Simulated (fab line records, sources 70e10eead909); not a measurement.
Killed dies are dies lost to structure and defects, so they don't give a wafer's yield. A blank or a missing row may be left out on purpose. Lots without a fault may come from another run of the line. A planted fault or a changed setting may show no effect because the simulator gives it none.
fab line records | flow nand_harc
record lots=5 wafers=15 last_day=33
route steps=1302 shown A_CHANNEL_HOLE_D2@594 A_CHANNEL_FILL_D2@610
lots that met no fault: from a run of the same line without faults
start_h: hours from the record's first day to the start of the lot's first wafer shown | wait_h: hours since the lot's step before | " the same as in the row above | L1.1+2: a row that stands for several wafers | - no value, or no start given | * or withheld: withheld | < > ~ a bound
route shown NAME@n: a module of which the file shows steps, and the number in the route of the first | usual: mean/standard deviation of fault-free wafers | same: alike in all rows | chamber/n: place in a boat | sites: the reading at each site | _std_site: their standard deviation | _edge_site: outer sites' mean less inner sites' | radius_mm: how far each site lies from the wafer's centre | mask NAME#n: copy n | behind: the tool/chamber that last shaped the wafer | hold: why the lot was held/for how many hours/how that ended | device: the transistor (n, p or np) that didn't switch | end of line: the same wafers' tests at the end of the route | a step without rows: its recipe alone | killed: dies lost to structure and defects at the first sort, not the wafer's yield | map: a wafer's dies, x killed, . not, _ none there
set.NAME: the setting as run; set.NAME@STEP: as run at that earlier step | model.NAME: the simulator's own value behind a step, which no gauge read
lots at some steps of the route; a table a step, a row a wafer
services: from which hour (start_h, from the record's first day; less than 0 if before it) a tool's chamber was out of use, for how many hours, and why
## steps
# step NHARC_A_CHANNEL_HOLE_D2_ETCH_22
# recipe bias_v=3000 source_w=withheld pressure_mtorr=20 time_s=666.7 ar_flow_sccm=375 c4f8_flow_sccm=89.3 o2_flow_sccm=35.7 temp_c=-20 target_depth_a=16000 chemistry=C4F8/O2/Ar
# usual drypump_motor_current_A=5.9/0.6 o2_flow_sccm=35.69/0.098 showerhead_plenum_p_Torr=3.71/0.1 throttle_valve_pct=32.155/0.01
# columns lot.wafer tool chamber start_h wait_h drypump_motor_current_A o2_flow_sccm rf_hours_counter_h showerhead_plenum_p_Torr throttle_valve_pct
L079.1 har_etch-02 0 336.84 0.4 6.1 35.63 372 3.93 32.148
L079.4 " 0 " " 6.1 35.48 - 3.93 32.142
L079.5 " 1 " " 6.8 35.74 - 3.67 32.159
L086.2 har_etch-02 1 420.73 0.4 6.7 35.60 20 3.65 32.159
L086.1 " 0 " " 6.0 35.72 20 3.90 32.164
L086.3 " 0 " " 6.1 35.55 - 3.90 32.136
L091.2 har_etch-02 0 460.18 0.4 6.1 35.85 47 3.89 32.151
L091.4 " 1 " " 6.7 35.68 - 3.63 32.154
L091.6 " 0 " " 6.0 35.88 - 3.89 32.154
L093.1 har_etch-01 1 493.46 0.4 5.1 35.63 268 3.64 32.152
L093.2 " 0 " " 5.9 35.65 268 3.64 32.134
L093.6 " 0 " " 5.9 35.51 - 3.64 32.164
L097.2 har_etch-02 0 519.84 0.4 6.0 35.67 73 3.87 32.158
L097.1 " 1 " " 6.7 35.71 73 3.62 32.157
L097.6 " 0 " " 6.0 35.75 - 3.87 32.147
# step NHARC_A_CHANNEL_HOLE_D2_ETCH_23
# recipe bias_v=5000 source_w=withheld pressure_mtorr=20 time_s=819 ar_flow_sccm=375 c4f8_flow_sccm=89.3 o2_flow_sccm=35.7 temp_c=-20 target_depth_a=16000 chemistry=C4F8/O2/Ar
# usual drypump_motor_current_A=5.9/0.61 o2_flow_sccm=35.69/0.11 showerhead_plenum_p_Torr=3.71/0.1 throttle_valve_pct=32.155/0.01
# columns lot.wafer tool chamber start_h wait_h drypump_motor_current_A o2_flow_sccm rf_hours_counter_h showerhead_plenum_p_Torr throttle_valve_pct
L079.1 har_etch-02 0 337.43 0.5 6.1 35.43 373 3.93 32.148
L079.4 " 0 " " 6.1 35.51 - 3.93 32.147
L079.5 " 1 " " 6.8 35.58 - 3.67 32.155
L086.2 har_etch-02 1 421.31 0.5 6.7 35.57 20 3.65 32.154
L086.1 " 0 " " 6.1 35.71 20 3.90 32.151
L086.3 " 0 " " 6.1 35.75 - 3.90 32.146
L091.2 har_etch-02 0 460.77 0.5 6.0 35.77 47 3.89 32.162
L091.4 " 1 " " 6.7 35.88 - 3.63 32.141
L091.6 " 0 " " 6.1 35.79 - 3.89 32.165
L093.1 har_etch-01 1 494.03 0.5 5.0 35.65 269 3.64 32.162
L093.2 " 0 " " 6.0 35.57 269 3.64 32.149
L093.6 " 0 " " 6.0 35.57 - 3.64 32.151
L097.2 har_etch-02 0 520.41 0.5 6.0 35.61 74 3.87 32.153
L097.1 " 1 " " 6.8 35.86 74 3.62 32.155
L097.6 " 0 " " 6.1 35.76 - 3.87 32.153
# step NHARC_A_CHANNEL_HOLE_D2_ETCH_24
# recipe bias_v=5000 source_w=withheld pressure_mtorr=20 time_s=906.2 ar_flow_sccm=375 c4f8_flow_sccm=93.8 o2_flow_sccm=31.2 temp_c=-20 target_depth_a=15000 chemistry=C4F8/O2/Ar
# usual drypump_motor_current_A=5.9/0.6 o2_flow_sccm=31.20/0.092 showerhead_plenum_p_Torr=3.71/0.1 throttle_valve_pct=32.236/0.0089
# columns lot.wafer tool chamber start_h wait_h drypump_motor_current_A o2_flow_sccm rf_hours_counter_h showerhead_plenum_p_Torr throttle_valve_pct
L079.1 har_etch-02 0 338.14 0.6 6.1 31.28 373 3.92 32.232
L079.4 " 0 " " 6.1 31.10 - 3.92 32.239
L079.5 " 1 " " 6.7 31.06 - 3.66 32.218
L086.2 har_etch-02 1 422.00 0.6 6.8 31.08 21 3.64 32.233
L086.1 " 0 " " 6.1 31.16 21 3.90 32.238
L086.3 " 0 " " 6.1 31.03 - 3.90 32.224
L091.2 har_etch-02 0 461.48 0.6 6.1 31.16 48 3.88 32.247
L091.4 " 1 " " 6.7 31.15 - 3.63 32.249
L091.6 " 0 " " 6.1 31.17 - 3.88 32.234
L093.1 har_etch-01 1 494.72 0.6 5.0 31.21 270 3.63 32.233
L093.2 " 0 " " 6.0 31.34 270 3.63 32.228
L093.6 " 0 " " 6.0 31.40 - 3.63 32.234
L097.2 har_etch-02 0 521.11 0.6 6.1 31.14 75 3.87 32.242
L097.1 " 1 " " 6.7 31.33 75 3.61 32.250
L097.6 " 0 " " 6.1 31.30 - 3.87 32.242
# step NHARC_A_CHANNEL_HOLE_D2_ETCH_25
# recipe bias_v=5000 source_w=withheld pressure_mtorr=20 time_s=1040.2 ar_flow_sccm=375 c4f8_flow_sccm=93.8 o2_flow_sccm=31.2 temp_c=-20 target_depth_a=15000 chemistry=C4F8/O2/Ar
# usual drypump_motor_current_A=5.9/0.6 o2_flow_sccm=31.21/0.089 showerhead_plenum_p_Torr=3.71/0.1 throttle_valve_pct=32.236/0.0089
# columns lot.wafer tool chamber start_h wait_h drypump_motor_current_A o2_flow_sccm rf_hours_counter_h showerhead_plenum_p_Torr throttle_valve_pct
L079.1 har_etch-02 0 338.92 0.7 6.1 31.08 374 3.92 32.243
L079.4 " 0 " " 6.1 31.32 - 3.92 32.231
L079.5 " 1 " " 6.7 31.15 - 3.66 32.234
L086.2 har_etch-02 1 422.77 0.6 6.7 31.37 22 3.64 32.242
L086.1 " 0 " " 6.0 31.07 22 3.90 32.233
L086.3 " 0 " " 6.1 31.18 - 3.90 32.233
L091.2 har_etch-02 0 462.26 0.7 6.1 31.14 49 3.88 32.248
L091.4 " 1 " " 6.8 31.14 - 3.63 32.218
L091.6 " 0 " " 6.1 31.21 - 3.88 32.226
L093.1 har_etch-01 1 495.49 0.6 5.0 31.09 270 3.63 32.229
L093.2 " 0 " " 6.0 31.11 270 3.63 32.223
L093.6 " 0 " " 6.0 31.15 - 3.63 32.230
L097.2 har_etch-02 0 521.87 0.6 6.1 31.11 76 3.87 32.231
L097.1 " 1 " " 6.7 31.18 76 3.61 32.249
L097.6 " 0 " " 6.1 31.30 - 3.87 32.236
# step NHARC_A_CHANNEL_HOLE_D2_ETCH_26
# recipe bias_v=300 source_w=2000 pressure_mtorr=30 time_s=224.1 ar_flow_sccm=375 c4f8_flow_sccm=11.4 o2_flow_sccm=113.6 temp_c=-20 target_depth_a=3000 chemistry=C4F8/O2/Ar
# usual drypump_motor_current_A=5.9/0.6 o2_flow_sccm=113.7/0.36 showerhead_plenum_p_Torr=3.76/0.11 throttle_valve_pct=24.585/0.009
# columns lot.wafer tool chamber start_h wait_h drypump_motor_current_A o2_flow_sccm rf_hours_counter_h showerhead_plenum_p_Torr throttle_valve_pct
L079.1 har_etch-02 0 339.68 0.6 6.1 112.4 375 3.99 24.578
L079.4 " 0 " " 6.1 113.3 - 3.98 24.577
L079.5 " 1 " " 6.7 113.7 - 3.71 24.604
L086.2 har_etch-02 1 423.66 0.7 6.7 113.4 23 3.69 24.592
L086.1 " 0 " " 6.1 113.8 23 3.96 24.590
L086.3 " 0 " " 6.1 113.7 - 3.96 24.576
L091.2 har_etch-02 0 463.04 0.6 6.1 113.5 49 3.94 24.594
L091.4 " 1 " " 6.7 114.2 - 3.67 24.591
L091.6 " 0 " " 6.0 113.3 - 3.94 24.576
L093.1 har_etch-01 1 496.35 0.7 5.1 114.0 271 3.68 24.606
L093.2 " 0 " " 6.0 114.1 271 3.68 24.573
L093.6 " 0 " " 6.0 113.6 - 3.68 24.593
L097.2 har_etch-02 0 522.76 0.7 6.1 114.0 76 3.93 24.583
L097.1 " 1 " " 6.7 114.1 76 3.66 24.603
L097.6 " 0 " " 6.1 113.9 - 3.93 24.568
# step NHARC_A_CHANNEL_HOLE_D2_ETCH_27
# recipe bias_v=400 source_w=2000 pressure_mtorr=25 time_s=90 ar_flow_sccm=375 c4f8_flow_sccm=41.7 o2_flow_sccm=83.3 temp_c=-20 target_depth_a=4000 chemistry=C4F8/O2/Ar
# usual drypump_motor_current_A=5.9/0.6 o2_flow_sccm=83.28/0.24 showerhead_plenum_p_Torr=3.75/0.1 throttle_valve_pct=27.620/0.0085
# columns lot.wafer tool chamber start_h wait_h drypump_motor_current_A o2_flow_sccm rf_hours_counter_h showerhead_plenum_p_Torr throttle_valve_pct
L079.1 har_etch-02 0 339.88 0.2 6.1 83.21 375 3.97 27.624
L079.4 " 0 " " 6.1 82.87 - 3.97 27.624
L079.5 " 1 " " 6.7 83.42 - 3.71 27.615
L086.2 har_etch-02 1 423.85 0.2 6.7 83.08 23 3.68 27.597
L086.1 " 0 " " 6.1 83.65 23 3.95 27.614
L086.3 " 0 " " 6.1 83.32 - 3.95 27.627
L091.2 har_etch-02 0 463.23 0.2 6.1 82.87 50 3.93 27.614
L091.4 " 1 " " 6.7 82.69 - 3.67 27.623
L091.6 " 0 " " 6.1 83.09 - 3.93 27.608
L093.1 har_etch-01 1 496.55 0.2 5.0 82.85 271 3.67 27.608
L093.2 " 0 " " 6.0 83.09 271 3.67 27.608
L093.6 " 0 " " 6.0 83.24 - 3.67 27.621
L097.2 har_etch-02 0 522.96 0.2 6.1 83.38 76 3.92 27.625
L097.1 " 1 " " 6.7 83.40 76 3.65 27.615
L097.6 " 0 " " 6.1 83.28 - 3.92 27.628
# step NHARC_A_CHANNEL_HOLE_D2_STRIP_41
# recipe n2_flow_sccm=150 h2_flow_sccm=150 ar_flow_sccm=0 bias_w=0 chemistry=N2/H2
# columns lot.wafer tool chamber start_h wait_h
L079.4+1+5 rie_diel-02 2,0,2 340.38 0.4
L086.1+2+3 rie_diel-07 1,2,0 424.38 0.5
L091.2+4+6 rie_diel-08 0,3,0 463.73 0.5
L093.1+2+6 rie_diel-07 2,3,1 497.09 0.5
L097.1+2+6 rie_diel-02 1,2,0 523.50 0.5
# step NHARC_A_CHANNEL_HOLE_D2_STRIP_42
# recipe cf4_flow_sccm=100 chf3_flow_sccm=30 ar_flow_sccm=0 bias_w=0 chemistry=CF4/CHF3
# columns lot.wafer tool chamber start_h wait_h
L079.4+1+5 rie_diel-02 0,1,0 340.47 0.1
L086.2+1+3 rie_diel-07 1,3,0 424.47 0.1
L091.2+4+6 rie_diel-08 2,0,1 463.83 0.1
L093.2+1+6 rie_diel-07 3,1,2 497.18 0.1
L097.2+1+6 rie_diel-02 1,2,2 523.58 0.1
# step NHARC_A_CHANNEL_HOLE_D2_STRIP_43
# recipe o2_flow_sccm=400 cos_flow_sccm=20 ar_flow_sccm=0 bias_w=0 chemistry=O2/COS
# columns lot.wafer tool chamber start_h wait_h
L079.4+1+5 rie_diel-02 2,0,2 340.53 0.1
L086.1+2+3 rie_diel-07 0,1,2 424.54 0.1
L091.2+4+6 rie_diel-08 0,1,2 463.89 0.1
L093.1+2+6 rie_diel-07 3,1,3 497.24 0.1
L097.2+1+6 rie_diel-02 0,2,0 523.64 0.1
# step NHARC_A_CHANNEL_HOLE_D2_ETCH_44
# recipe target_depth_a=1400 overetch_a=140 time_s=77 ion_energy_ev=100 cf4_flow_sccm=80 o2_flow_sccm=20 ar_flow_sccm=0 rf_w=300 bias_w=100 chemistry=CF4/O2
# usual drypump_motor_current_A=5.9/0.52 o2_flow_sccm=20.00/0.055 oes_product_au=1.001/0.01 rf_vpp_V=197.6/1.5 showerhead_plenum_p_Torr=1.33/0.061 throttle_valve_pct=13.396/0.0087
# columns lot.wafer tool chamber start_h wait_h drypump_motor_current_A o2_flow_sccm oes_product_au rf_hours_counter_h rf_vpp_V showerhead_plenum_p_Torr throttle_valve_pct
L079.1 rie_diel-02 2 340.61 0.1 6.0 20.00 1.010 7 195.8 1.26 13.403
L079.4 " 3 " " 6.0 20.09 0.997 7 196.1 1.28 13.404
L079.5 " 1 " " 6.0 19.99 1.004 - 197.1 1.26 13.387
L086.3 rie_diel-07 2 424.60 0.0 6.0 19.95 1.003 6 198.0 1.37 13.398
L086.1 " 3 " " 6.4 20.05 0.987 6 196.0 1.28 13.384
L086.2 " 0 " " 5.1 20.11 0.997 8 199.8 1.43 13.398
L091.2 rie_diel-08 0 463.96 0.1 5.7 20.01 1.009 4 197.9 1.34 13.393
L091.4 " 1 " " 5.2 19.94 0.981 4 199.9 1.41 13.380
L091.6 " 3 " " 6.8 20.07 1.009 - 199.1 1.38 13.389
L093.1 rie_diel-07 0 497.30 0.1 5.1 20.02 0.995 0 200.8 1.43 13.404
L093.2 " 1 " " 5.6 19.95 1.010 0 197.4 1.28 13.382
L093.6 " 0 " " 5.1 19.99 1.000 - 199.4 1.43 13.393
L097.2 rie_diel-02 0 523.71 0.1 5.6 19.99 0.997 6 197.2 1.29 13.390
L097.1 " 2 " " 6.0 19.96 0.995 6 196.9 1.26 13.416
L097.6 " 0 " " 5.6 19.99 1.004 - 197.9 1.29 13.405
# step NHARC_A_CHANNEL_HOLE_D2_STRIP_28
# recipe o2_flow_sccm=500 ar_flow_sccm=0 bias_w=0 chemistry=O2
# usual drypump_motor_current_A=5.9/0.52 o2_flow_sccm=500.1/1.4 oes_product_au=1.000/0.01 rf_vpp_V=57.8/0.98 showerhead_plenum_p_Torr=3.51/0.15 throttle_valve_pct=17.037/0.009
# columns lot.wafer tool chamber start_h wait_h drypump_motor_current_A o2_flow_sccm oes_product_au rf_hours_counter_h rf_vpp_V showerhead_plenum_p_Torr throttle_valve_pct
L079.4 rie_diel-02 0 - - 5.6 500.5 0.985 5 58.4 3.41 17.033
L079.1 " 1 " " 6.0 499.3 1.001 6 56.6 3.34 17.030
L079.5 " 3 " " 6.0 500.4 0.985 - 57.0 3.40 17.052
L086.2 rie_diel-07 3 - - 6.4 499.2 0.990 6 56.3 3.38 17.036
L086.1 " 0 " " 5.1 502.2 1.002 8 58.2 3.76 17.045
L086.3 " 1 " " 5.6 504.4 0.990 7 56.7 3.39 17.050
L091.4 rie_diel-08 0 - - 5.7 498.8 1.009 4 56.2 3.55 17.045
L091.2 " 2 " " 6.2 499.0 1.016 5 57.1 3.34 17.044
L091.6 " 3 " " 6.8 501.4 1.011 - 58.2 3.65 17.035
L093.1 rie_diel-07 2 - - 6.0 500.3 1.001 0 57.0 3.62 17.032
L093.2 " 3 " " 6.4 499.4 1.000 0 55.7 3.37 17.037
L093.6 " 2 " " 6.0 501.0 0.998 - 56.9 3.62 17.030
L097.1 rie_diel-02 3 - - 6.0 498.9 1.007 6 56.2 3.40 17.045
L097.2 " 0 " " 5.6 498.7 1.010 6 57.8 3.41 17.039
L097.6 " 1 " " 5.9 500.2 1.011 - 58.3 3.33 17.051
# step NHARC_A_CHANNEL_HOLE_D2_PRECLEAN_29
# recipe time_s=* temp_c=50 bath_age_min=0 chemistry=SC1
# usual diw_flow_mL_min=1415/4.1 nh4oh_flow_mL_min=28.31/0.099
# columns lot.wafer tool chamber start_h wait_h diw_flow_mL_min nh4oh_flow_mL_min
L079.1 wet_bench-06 7 341.25 - 1411 28.21
L079.4 " 3 " " 1413 28.24
L079.5 " 4 " " 1409 28.24
L086.2 wet_bench-07 1 425.25 - 1416 28.23
L086.3 " 3 " " 1415 28.27
L086.1 " 5 " " 1411 28.34
L091.6 wet_bench-04 6 464.61 - 1414 28.30
L091.4 " 1 " " 1413 28.33
L091.2 " 2 " " 1411 28.52
L093.1 wet_bench-07 0 497.95 - 1416 28.37
L093.2 " 1 " " 1412 28.19
L093.6 " 5 " " 1416 28.35
L097.1 wet_bench-04 6 524.36 - 1409 28.20
L097.2 " 2 " " 1417 28.40
L097.6 " 3 " " 1414 28.19
# step NHARC_A_CHANNEL_HOLE_D2_SRD_30
# columns lot.wafer tool chamber start_h wait_h
L079.1+4+5 wet_bench-06 7,3,4 - -
L086.2+3+1 wet_bench-07 1,3,5 - -
L091.6+4+2 wet_bench-04 6,1,2 - -
L093.1+2+6 wet_bench-07 0,1,5 - -
L097.1+2+6 wet_bench-04 6,2,3 - -
# step NHARC_A_CHANNEL_HOLE_D2_CD_MEAS_31
# usual cd_nm=90.1/1.5
# columns lot.wafer tool chamber start_h wait_h cd_nm
L079.1 cd_sem-02 - 341.39 - 89.6
L079.4 " - " " 91.7
L079.5 " - " " 89.8
L086.1 cd_sem-02 - 425.40 - 91.4
L086.2 " - " " 90.5
L086.3 " - " " 92.4
L091.2 cd_sem-02 - 464.75 - 90.0
L091.4 " - " " 88.5
L091.6 " - " " 92.1
L093.1 cd_sem-03 - 498.09 - 92.5
L093.2 " - " " 90.1
L093.6 " - " " 91.0
L097.1 cd_sem-01 - 524.50 - 89.8
L097.2 " - " " 88.4
L097.6 " - " " 91.7
# step NHARC_A_CHANNEL_HOLE_D2_XSEM_32
# recipe landing_energy_ev=35000
# usual bot_cd_nm=74.6/1.6 bow_nm=8.56/0.24 tilt_deg=0.07/0.043
# columns lot.wafer tool chamber start_h wait_h bot_cd_nm bow_nm tilt_deg
L079.1 xsem-01 0 341.48 0.1 74.6 8.91 0.04
L079.4 " 0 " " 76.8 8.93 0.04
L079.5 " 0 " " 74.8 8.92 0.04
L086.1 xsem-02 0 425.49 0.1 76.1 8.61 0.08
L086.2 " 0 " " 74.7 8.60 0.08
L086.3 " 0 " " 76.5 8.51 0.08
L091.2 xsem-01 0 464.83 0.1 74.6 8.51 0.09
L091.4 " 0 " " 72.7 8.57 0.09
L091.6 " 0 " " 76.6 8.57 0.10
L093.1 xsem-02 0 498.18 0.1 76.1 8.50 0.05
L093.2 " 0 " " 75.3 8.63 0.05
L093.6 " 0 " " 76.0 8.61 0.05
L097.1 xsem-01 0 524.59 0.1 74.1 8.56 0.03
L097.2 " 0 " " 73.7 8.58 0.03
L097.6 " 0 " " 75.5 8.58 0.03
# step NHARC_A_CHANNEL_HOLE_D2_INSPECT_40
# usual raw_defect_count=319/99
# columns lot.wafer tool chamber start_h wait_h raw_defect_count
L079.1 defect_inspect-02 - 341.58 - 369
L079.4 " - " " 292
L079.5 " - " " 327
L086.1 defect_inspect-02 - 425.59 - 371
L086.2 " - " " 263
L086.3 " - " " 300
L091.2 defect_inspect-02 - 464.94 - 348
L091.4 " - " " 284
L091.6 " - " " 279
L093.1 defect_inspect-02 - 498.28 - 358
L093.2 " - " " 286
L093.6 " - " " 238
L097.1 defect_inspect-02 - 524.68 - 309
L097.2 " - " " 281
L097.6 " - " " 294
# step NHARC_A_CHANNEL_FILL_D2_PRECLEAN_00
# recipe time_s=* temp_c=50 bath_age_min=0 chemistry=SC1
# usual diw_flow_mL_min=1415/3.9 nh4oh_flow_mL_min=28.30/0.091
# columns lot.wafer tool chamber start_h wait_h diw_flow_mL_min nh4oh_flow_mL_min
L079.1 wet_bench-02 7 341.63 0.1 1409 28.23
L079.5 " 2 " " 1411 28.22
L079.4 " 3 " " 1417 28.30
L086.3 wet_bench-03 7 425.65 0.1 1407 28.23
L086.1 " 0 " " 1414 28.32
L086.2 " 1 " " 1416 28.32
L091.6 wet_bench-03 1 465.01 0.1 1415 28.44
L091.2 " 2 " " 1410 28.32
L091.4 " 3 " " 1413 28.35
L093.1 wet_bench-03 3 498.36 0.1 1405 28.33
L093.6 " 4 " " 1419 28.36
L093.2 " 6 " " 1414 28.47
L097.6 wet_bench-05 5 524.74 0.0 1419 28.17
L097.2 " 7 " " 1416 28.29
L097.1 " 2 " " 1413 28.40
# step NHARC_A_CHANNEL_FILL_D2_SRD_01
# columns lot.wafer tool chamber start_h wait_h
L079.1+5+4 wet_bench-02 7,2,3 - -
L086.3+1+2 wet_bench-03 7,0,1 - -
L091.6+2+4 wet_bench-03 1,2,3 - -
L093.1+6+2 wet_bench-03 3,4,6 - -
L097.6+2+1 wet_bench-05 5,7,2 - -
# step NHARC_A_CHANNEL_FILL_D2_ALD_02
# recipe target_thk_a=60 pulse_time_s=10 ald_cycles=60 temp_c=300 material=SiO2
# usual heater_power_w=488/44 precursor_pulse_height_rel=0.997/0.019
# same ald_cycles=60 pulse_time_s=10
# columns lot.wafer tool chamber start_h wait_h heater_power_w precursor_pulse_height_rel
L079.4 ald_hk-03 2 341.77 - 476 0.977
L079.1 " 1 " " 483 0.979
L079.5 " 2 " " 474 1.016
L086.3 ald_hk-04 0 425.79 - 455 0.996
L086.2 " 1 " " 467 1.020
L086.1 " 3 " " 515 0.989
L091.2 ald_hk-02 1 465.14 - 428 1.017
L091.4 " 3 " " 438 1.014
L091.6 " 2 " " 435 0.987
L093.2 ald_hk-03 3 499.12 - 571 0.996
L093.1 " 0 " " 512 1.011
L093.6 " 2 " " 452 1.000
L097.2 ald_hk-02 3 524.88 - 438 1.020
L097.1 " 2 " " 422 1.023
L097.6 " 0 " " 515 0.986
# step NHARC_A_CHANNEL_FILL_D2_ALD_03
# recipe target_thk_a=60 pulse_time_s=60 ald_cycles=58 temp_c=630 pressure_torr=2 material=SiNx
# usual precursor_pulse_height_rel=0.998/0.02
# same ald_cycles=58 pulse_time_s=60
# columns lot.wafer tool chamber start_h wait_h precursor_pulse_height_rel
L079.1 ald_sin_batch-02 0 - - 0.990
L079.4 " 0 " " 0.994
L079.5 " 0 " " 0.983
L086.1 ald_sin_batch-02 0 - - 0.977
L086.2 " 0 " " 0.991
L086.3 " 0 " " 0.969
L091.2 ald_sin_batch-01 0 - - 1.079
L091.4 " 0 " " 1.002
L091.6 " 0 " " 0.978
L093.1 ald_sin_batch-02 0 - - 0.963
L093.2 " 0 " " 1.000
L093.6 " 0 " " 0.988
L097.1 ald_sin_batch-02 0 - - 1.005
L097.2 " 0 " " 0.964
L097.6 " 0 " " 1.000
# step NHARC_A_CHANNEL_FILL_D2_ALD_14
# recipe target_thk_a=25 pulse_time_s=10 ald_cycles=25 temp_c=300 material=SiO2
# usual heater_power_w=495/43 precursor_pulse_height_rel=1.000/0.017
# same ald_cycles=25 pulse_time_s=10
# columns lot.wafer tool chamber start_h wait_h heater_power_w precursor_pulse_height_rel
L079.4 ald_hk-04 3 348.84 0.0 533 1.003
L079.1 " 2 " " 533 0.999
L079.5 " 3 " " 516 1.022
L086.1 ald_hk-04 1 432.79 0.0 461 0.993
L086.2 " 3 " " 520 0.987
L086.3 " 0 " " 461 0.978
L091.4 ald_hk-02 1 472.20 0.1 424 1.027
L091.2 " 2 " " 428 1.006
L091.6 " 1 " " 432 0.994
L093.1 ald_hk-04 1 506.13 0.0 469 1.020
L093.2 " 2 " " 530 1.015
L093.6 " 1 " " 486 1.012
L097.1 ald_hk-03 3 532.37 0.1 579 1.015
L097.2 " 0 " " 525 0.993
L097.6 " 3 " " 582 1.013
# step NHARC_A_CHANNEL_FILL_D2_ALD_15
# recipe target_thk_a=20 pulse_time_s=60 ald_cycles=19 temp_c=630 pressure_torr=2 material=SiNx
# usual precursor_pulse_height_rel=0.999/0.019
# same ald_cycles=19 pulse_time_s=60
# columns lot.wafer tool chamber start_h wait_h precursor_pulse_height_rel
L079.1 ald_sin_batch-03 0 - - 0.989
L079.4 " 0 " " 0.982
L079.5 " 0 " " 1.010
L086.1 ald_sin_batch-03 0 - - 0.997
L086.2 " 0 " " 0.988
L086.3 " 0 " " 1.015
L091.2 ald_sin_batch-01 0 - - 0.985
L091.4 " 0 " " 1.008
L091.6 " 0 " " 1.005
L093.1 ald_sin_batch-03 0 - - 1.006
L093.2 " 0 " " 1.004
L093.6 " 0 " " 0.988
L097.1 ald_sin_batch-01 0 - - 0.986
L097.2 " 0 " " 1.027
L097.6 " 0 " " 1.014
# step NHARC_A_CHANNEL_FILL_D2_ALD_16
# recipe target_thk_a=15 pulse_time_s=10 ald_cycles=15 temp_c=300 material=SiO2
# usual heater_power_w=491/47 precursor_pulse_height_rel=0.999/0.02
# same ald_cycles=15 pulse_time_s=10
# columns lot.wafer tool chamber start_h wait_h heater_power_w precursor_pulse_height_rel
L079.4 ald_hk-03 3 354.04 0.0 548 0.995
L079.1 " 2 " " 466 1.046
L079.5 " 0 " " 532 0.986
L086.1 ald_hk-02 1 437.94 0.0 427 0.995
L086.3 " 2 " " 414 0.999
L086.2 " 0 " " 529 1.016
L091.4 ald_hk-03 3 477.36 0.0 581 1.016
L091.2 " 2 " " 451 1.007
L091.6 " 0 " " 510 1.023
L093.2 ald_hk-02 2 511.39 0.1 432 1.018
L093.1 " 3 " " 451 1.001
L093.6 " 1 " " 413 1.016
L097.2 ald_hk-02 1 537.59 0.1 427 0.987
L097.1 " 2 " " 417 0.974
L097.6 " 3 " " 465 1.034
# step NHARC_A_CHANNEL_FILL_D2_ANNEAL_17
# recipe temp_c=850 time_s=1800
# columns lot.wafer tool chamber start_h wait_h
L079.1+4+5 furnace-05 0 357.36 -
L086.1+2+3 furnace-07 0 441.43 -
L091.2+4+6 furnace-07 0 480.19 -
L093.1+2+6 furnace-05 0 514.65 -
L097.1+2+6 furnace-07 0 540.36 -
# step NHARC_A_CHANNEL_FILL_D2_CVD_18
# recipe target_thk_a=30 temp_c=550 material=poly-Si
# columns lot.wafer tool chamber start_h wait_h
L079.1+4+5 lpcvd_poly-04 0 363.72 -
L086.1+2+3 lpcvd_poly-01 0 447.97 -
L091.2+4+6 lpcvd_poly-04 0 487.16 -
L093.1+2+6 lpcvd_poly-03 0 521.08 -
L097.1+2+6 lpcvd_poly-01 0 546.85 -
# step NHARC_A_CHANNEL_FILL_D2_ETCHBACK_19
# recipe target_depth_a=50 time_s=1.7 hbr_flow_sccm=150 cl2_flow_sccm=50 rf_w=400 icp_w=400 bias_w=100 chemistry=HBr/Cl2
# usual drypump_motor_current_A=5.8/0.45 oes_product_au=1.002/0.012 throttle_valve_pct=26.407/0.0095
# columns lot.wafer tool chamber start_h wait_h drypump_motor_current_A oes_product_au rf_hours_counter_h throttle_valve_pct
L079.1 rie_si-03 3 365.77 0.4 5.7 0.985 0.67 26.401
L079.4 " 2 " " 5.6 1.000 0.65 26.418
L079.5 " 3 " " 5.7 0.990 - 26.394
L086.1 rie_si-01 1 450.07 0.4 5.9 1.000 0.41 26.417
L086.2 " 2 " " 6.2 0.997 0.40 26.405
L086.3 " 3 " " 6.1 1.009 0.40 26.413
L091.2 rie_si-03 1 489.23 0.4 6.7 0.999 0.53 26.429
L091.4 " 2 " " 5.6 1.012 0.53 26.405
L091.6 " 0 " " 5.6 0.997 - 26.407
L093.1 rie_si-01 0 523.19 0.4 5.6 0.990 0.80 26.415
L093.2 " 1 " " 5.9 0.993 0.82 26.399
L093.6 " 3 " " 6.1 1.005 - 26.415
L097.1 rie_si-02 0 548.91 0.4 5.6 1.014 0.57 26.408
L097.2 " 3 " " 5.2 1.011 0.56 26.406
L097.6 " 1 " " 5.2 1.014 - 26.408
# step NHARC_A_CHANNEL_FILL_D2_ETCHBACK_20
# recipe target_depth_a=270 time_s=13.5 c4f8_flow_sccm=withheld o2_flow_sccm=8 ar_flow_sccm=withheld rf_w=600 bias_w=1500 chemistry=C4F8/O2/Ar
# usual oes_product_au=0.989/0.02 rf_vpp_V=976/5.6
# columns lot.wafer tool chamber start_h wait_h oes_product_au rf_hours_counter_h rf_vpp_V
L079.4 rie_diel-09 2 365.90 - 0.941 0 971
L079.1 " 0 " " 0.986 1 985
L079.5 " 2 " " 0.945 - 971
L086.3 rie_diel-09 2 450.20 - 0.993 3 972
L086.1 " 3 " " 0.994 4 972
L086.2 " 1 " " 1.001 4 971
L091.4 rie_diel-11 0 489.35 - 1.006 1 975
L091.2 " 2 " " 1.002 1 977
L091.6 " 1 " " 1.007 - 970
L093.1 rie_diel-09 2 523.32 - 1.003 0 972
L093.2 " 3 " " 0.986 0 972
L093.6 " 2 " " 1.009 - 971
L097.2 rie_diel-09 1 549.04 - 1.000 1 969
L097.1 " 3 " " 0.993 1 973
L097.6 " 2 " " 1.014 - 972
## services
# columns tool chamber start_h hours kind
rie_diel-09 - 320.10 9.0 pm
rie_diel-08 3 330.01 16.1 repair
ald_hk-02 - 348.00 10.0 pm
rie_diel-09 2 352.63 8.0 repair
rie_diel-09 3 354.28 1.4 repair
rie_diel-02 1 358.99 4.1 repair
rie_diel-08 - 367.94 9.0 pm
rie_diel-07 - 369.14 7.5 repair
har_etch-02 - 377.84 17.0 pm
wet_bench-07 - 378.90 8.0 pm
wet_bench-03 - 386.40 8.0 pm
rie_diel-09 2 393.59 6.0 repair
rie_diel-02 - 393.70 9.0 pm
ald_hk-03 - 396.21 10.0 pm
wet_bench-04 - 403.20 8.0 pm
rie_diel-07 1 418.85 2.8 repair
rie_diel-09 - 421.01 0.2 repair
rie_diel-02 3 427.35 5.1 repair
rie_diel-09 0 438.40 1.5 repair
rie_diel-07 - 471.20 9.0 pm
rie_diel-02 - 517.84 0.4 repair
ald_hk-02 - 526.00 10.0 pm
rie_diel-07 1 541.29 1.2 repair
rie_diel-08 - 544.94 9.0 pm
## key
fault none
